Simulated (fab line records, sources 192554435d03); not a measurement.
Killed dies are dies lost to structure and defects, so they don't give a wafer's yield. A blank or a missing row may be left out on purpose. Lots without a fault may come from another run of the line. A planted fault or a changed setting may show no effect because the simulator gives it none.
A struck lot beside a sound one | flow n5_finfet | 32 steps out of a route of 1938
Sound: wafers L259.2, L259.3, L259.5. Struck: wafers L266.1, L266.2, L266.3. The cause comes at the end.
At each step with rows: each side's tool, then ch and its chambers, then its first start. Under that, the readings that differ: sound wafers | struck wafers | difference of the means | sigmas: that difference in standard deviations of wafers without a fault.
alike: readings whose means differ by less than 2 such deviations, and words and numbers that are the same on both sides. not compared: withheld readings, readings that some wafer has no value for, bounds like >300 that may hide the same value, and numbers for which the record gives no deviation and whose values overlap.
The two part at a step that has a row with sigmas, a row that says differs or no value, or rows on one side only. Numbers that don't overlap but have no deviation are shown without sigmas and don't part them. A reading that every wafer of one side lacks parts them only if that side has two wafers or more.

first, 8 steps without rows for these wafers: N5_BEOL_M14_DESCUM_33 (chemistry O2, time 7.9 s); N5_BEOL_M14_ETCH_67 (etches SiARC in CF4, target depth 143 nm, time 238.3 s); N5_BEOL_M14_ETCH_68 (etches SOC in N2/H2, time 450 s); N5_BEOL_M14_STRIP_69 (strips in N2/H2); N5_BEOL_M14_TRENCH_ETCH_34 (etches SiO2 in C4F8/O2/Ar, target depth 556.65 nm, time 126.9 s); N5_BEOL_M14_STRIP_70 (strips in C4F8/O2/Ar); N5_BEOL_M14_STRIP_37 (strips in O2); N5_BEOL_M14_ETCH_38 (etches SiCN in CF4/N2, target depth 106.5 nm, time 120.6 s).
N5_BEOL_M14_PRECLEAN_39: cleans in residue remover, time 60 s.
  sound on wet_bench-06 ch 0,1,7, day 13 18:52; struck on wet_bench-06 ch 0,2,5, day 17 15:19
then, 22 steps without rows for these wafers: N5_BEOL_M14_SRD_40 (time 30 s, dry time 30 s); N5_BEOL_M14_DEGAS_41 (time 60 s); N5_BEOL_M14_PRE_CLEAN_42 (time 30 s); N5_BEOL_M14_SPUTTER_43 (material TaN, target thk 15 nm, time 24.19 s); N5_BEOL_M14_SPUTTER_44 (material Ta, target thk 15 nm, time 24.19 s); N5_BEOL_M14_SPUTTER_45 (material Cu, target thk 100 nm, time 16.67 s); N5_BEOL_M14_ECD_47 (material Cu, target thk 1248 nm); N5_BEOL_M14_ANNEAL_48 (time 90 s); N5_BEOL_M14_CMP_49 (polishes, stops on SiO2, t overpolish 5.2 s, target thk 560 nm); N5_BEOL_M14_PRE_CLEAN_52 (time 15 s); N5_BEOL_M14_DEP_53 (deposits SiCN from 3MS/NH3, target thk 50 nm, time 17.8 s); N5_BEOL_M15_ILD_DEP_00 (deposits SiO2 from TEOS/O2, target thk 1629.3 nm, time 346.1 s); N5_BEOL_M15_COAT_58 (time 60 s, resist thk 89 nm); N5_BEOL_M15_COAT_04 (resist thk 800 nm); N5_BEOL_M15_EBR_06; N5_BEOL_M15_SOFTBAKE_05 (time 60 s); N5_BEOL_M15_EXPOSE_07 (exposes mask V14); N5_BEOL_M15_PEB_08 (peb time 90 s); N5_BEOL_M15_DEVELOP_09 (develop time 45 s); N5_BEOL_M15_HARDBAKE_14 (time 120 s); N5_BEOL_M15_DESCUM_15 (chemistry O2, time 7.9 s); N5_BEOL_M15_ETCH_59 (etches BARC in N2/H2, target depth 89 nm, overetch 26.7 nm, time 67.9 s).
N5_PASSIVATION_PROBE_49:
  the record has rows for the struck wafers here (prober-02, day 18 13:53) and none for the sound ones

WHERE THEY PART
Only at N5_PASSIVATION_PROBE_49, within this record.

WHY: what the simulator had put in
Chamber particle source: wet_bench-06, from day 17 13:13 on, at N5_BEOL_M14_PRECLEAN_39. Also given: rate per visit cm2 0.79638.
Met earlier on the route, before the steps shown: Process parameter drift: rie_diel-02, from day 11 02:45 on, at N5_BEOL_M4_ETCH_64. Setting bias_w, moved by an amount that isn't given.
